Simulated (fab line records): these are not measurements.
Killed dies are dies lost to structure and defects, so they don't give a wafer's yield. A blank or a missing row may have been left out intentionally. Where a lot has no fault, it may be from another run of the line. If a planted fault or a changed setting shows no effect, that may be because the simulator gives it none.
A lot that was struck, set against a sound lot / flow nandHarc / 21 steps out of a route of 1159
Sound: these wafers, L822.2, L822.4, L822.5. Struck: wafer L815.3; the same lot's L815.5 was not struck, so it is left out; see the end for the cause.
At each step with rows: each side's tool, then ch and its chambers, then its first start. Under that, the readings that differ: sound wafers / struck wafers / difference of the means / sigmas: that difference in standard deviations of wafers without a fault.
alike: readings with means less than 2 such deviations apart, plus words and numbers identical on both sides. not compared: withheld readings, readings lacking a value on some wafer, bounds such as >300 that could conceal the same value, and numbers that have no deviation in the record and whose values overlap.
A row with sigmas, a row that says differs or no value, or rows on one side alone: a step with any of these is where the two part. When numbers do not overlap yet have no deviation, they are printed without sigmas and do not part them. A reading missing from all wafers of one side parts the sides only when that side holds two or more wafers.

NHARC_P_CONTACT_CMP_24: polishes, t overpolish 30 s, target thk 200 nm.
  sound on cmp-02 ch 0,1,3, day 9 19:48; struck on cmp-01 ch 3, day 7 18:53
reading=timeToEndpointS (s); sound=41 33 35; struck=48; difference=+12; sigmas=+3
  alike: motorCurrentA, overpolishRunS
following that, these wafers have no rows for 1 step: NHARC_P_CONTACT_SRD_26.
NHARC_P_CONTACT_INSPECT_27:
  sound on defectInspect-01, day 9 20:10; struck on defectInspect-01, day 7 19:15
  alike: rawDefectCount
then, 8 steps without rows for these wafers: NHARC_P_M0_DEP_00 (deposits SiOC, target thk 150 nm); NHARC_P_M0_DEHYDRATE_01 (time 120 s); NHARC_P_M0_HMDS_02 (time 30 s); NHARC_P_M0_COAT_33 (time 65 s); NHARC_P_M0_COAT_03 (resist thk 90 nm); NHARC_P_M0_SOFTBAKE_04 (time 55 s); NHARC_P_M0_EBR_05; NHARC_P_M0_EXPOSE_06 (exposes mask P M0, target cd 90 nm).
NHARC_P_M0_PEB_07: peb time 65 s.
  sound on lithoTrack-04 ch 0, day 9 20:59; struck on lithoTrack-06 ch 0, day 7 20:30
reading=heaterPowerTotalW (W); sound=156.0 157.0 156.3; struck=164.1; difference=+7.7; sigmas=+19
  alike: exhaustPa
then, 1 step without rows for these wafers: NHARC_P_M0_DEVELOP_08 (develop time 35 s).
NHARC_P_M0_CD_MEAS_09: the cd target is 90 nm.
  sound on cdSem-01 ch 0, day 9 21:04; struck on cdSem-03 ch 0, day 7 20:35
reading=cdNm (nm); sound=88.6 90.1 90.2; struck=87.7; difference=-1.9; sigmas=-3
NHARC_P_M0_OVL_MEAS_10: pitch 180 nm.
  sound on overlay-02, day 9 21:10; struck on overlay-02, day 7 20:41
  alike: overlayXNm, overlayYNm
NHARC_P_M0_INSPECT_11:
  sound on defectInspect-01, day 9 21:13; struck on defectInspect-01, day 7 20:43
reading=rawDefectCount; sound=5 1 2; struck=8; difference=+5; sigmas=+2
NHARC_P_M0_DESCUM_14: chemistry O2, time 3 s.
  sound on rieDiel-12 ch 2,3, day 9 21:19; struck on rieDiel-10 ch 1, day 7 20:47
reading=drypumpMotorCurrentA (A); sound=5.7 5.4 5.7; struck=6.5; difference=+0.9; sigmas=+2
reading=model.P_M0.cdNm (nm); sound=88.13 90.17 90.07; struck=87.02; difference=-2.44; sigmas=
  alike: oesProductAu, rfVppV, showerheadPlenumPTorr, throttleValvePct
  not compared: rfHoursCounterH
NHARC_P_M0_ETCH_34: etches the open film in N2/H2, target depth 40 nm, overetch 12 nm, time 43.94 s.
  sound on rieDiel-12 ch 1,3, day 9 21:23; struck on rieDiel-10 ch 3, day 7 20:53
reading=drypumpMotorCurrentA (A); sound=4.9 5.0 5.7; struck=6.1; difference=+0.9; sigmas=+2
reading=oesProductAu (a.u.); sound=1.028 1.020 0.995; struck=0.975; difference=-0.039; sigmas=-3
  alike: rfVppV, showerheadPlenumPTorr, throttleValvePct
  not compared: rfHoursCounterH
NHARC_P_M0_ETCH_15: etches the open film in C4F8/Ar, target depth 150 nm, overetch 15 nm, time 82.5 s.
  sound: rieDiel-12 ch 1,3; struck: rieDiel-10 ch 3
reading=model.P_M0.cdNm (nm); sound=88.06 90.21 89.11; struck=87.31; difference=-1.82; sigmas=
  alike: oesProductAu, rfVppV
  not compared: rfHoursCounterH
NHARC_P_M0_CD_MEAS_16:
  sound on cdSem-03, day 9 21:38; struck on cdSem-03, day 7 21:08
  alike: cdNm
-- break in the record here, with 14 days between the starts of the struck wafers on either side (left off in module P_M0, picked up again in module END, where the first step shown is number 1159 on the route) --
NHARC_END_SORT_01:
  sound on prober-02 ch 0, day 23 20:37; struck on prober-01 ch 0, day 22 02:55
reading=sortRimYieldPct (%); sound=99.1; struck=94.3; difference=-4.8; sigmas=-3
  alike: defectLimitedYield, killedAtArray, killedAtOther, killedAtPeriphery, killedDies, killedOpen, killedShort, sort_bin_2_pct, sort_bin_3_pct, sort_bin_4_pct, sortNPass, sortYieldPct

== WHERE THEY PART ==
At NHARC_P_CONTACT_CMP_24 first; at NHARC_END_SORT_01 last (within this record only).

WHY: what the simulator had put in
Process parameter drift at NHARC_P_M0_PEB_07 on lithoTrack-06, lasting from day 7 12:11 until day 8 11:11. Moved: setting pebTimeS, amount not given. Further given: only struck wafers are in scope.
